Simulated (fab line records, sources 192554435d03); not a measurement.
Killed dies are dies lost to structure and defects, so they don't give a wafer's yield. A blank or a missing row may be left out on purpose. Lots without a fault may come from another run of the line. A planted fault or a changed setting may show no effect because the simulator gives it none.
Chamber matching | flow n5_finfet | N5_BEOL_M2_DESCUM_33 on rie_diel-03: 4 sister chambers
The step chemistry O2, time 7 s. 4 wafers are shown with their chamber, then 8 later ones without.

WAFERS WITH THEIR CHAMBER
wafer  | chamber | drypump_motor_current_A (A)
L083.5 | 1       | 5.3
L088.1 | 2       | 5.4
L088.3 | 0       | 5.6
L092.2 | 3       | 5.7

WAFERS WITHOUT THEIR CHAMBER
wafer  | drypump_motor_current_A (A)
L092.3 | 5.4
L092.4 | 5.3
L094.2 | 5.4
L094.3 | 5.7
L094.5 | 5.5
L097.1 | 5.4
L097.3 | 5.3
L097.5 | 5.4

WHICH CHAMBER EACH WENT THROUGH
wafer  | from the rows above     | in truth
L092.3 | 2                       | 2
L092.4 | 1                       | 1
L094.2 | 2                       | 2
L094.3 | 3                       | 3
L094.5 | can't be placed: 0 or 2 | 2
L097.1 | 2                       | 2
L097.3 | 1                       | 1
L097.5 | 2                       | 2
Placed correctly: 7 of 8. Can't be placed from these rows: 1 (the true chamber is among the candidates in 1). Placed wrongly: 0.
How it was worked out, from the rows above alone: a wafer's distance from a chamber is the root of the sum, over the readings, of the square of ((its reading less the chamber's mean) divided by the reading's scatter). The wafer belongs to the nearest chamber; if the next one is less than 2 further off, it can't be placed. A chamber's mean is the mean of its shown wafers. The scatter: with one shown wafer a chamber, the root of the mean of the squares of how far each hidden wafer lies from its nearest shown one.
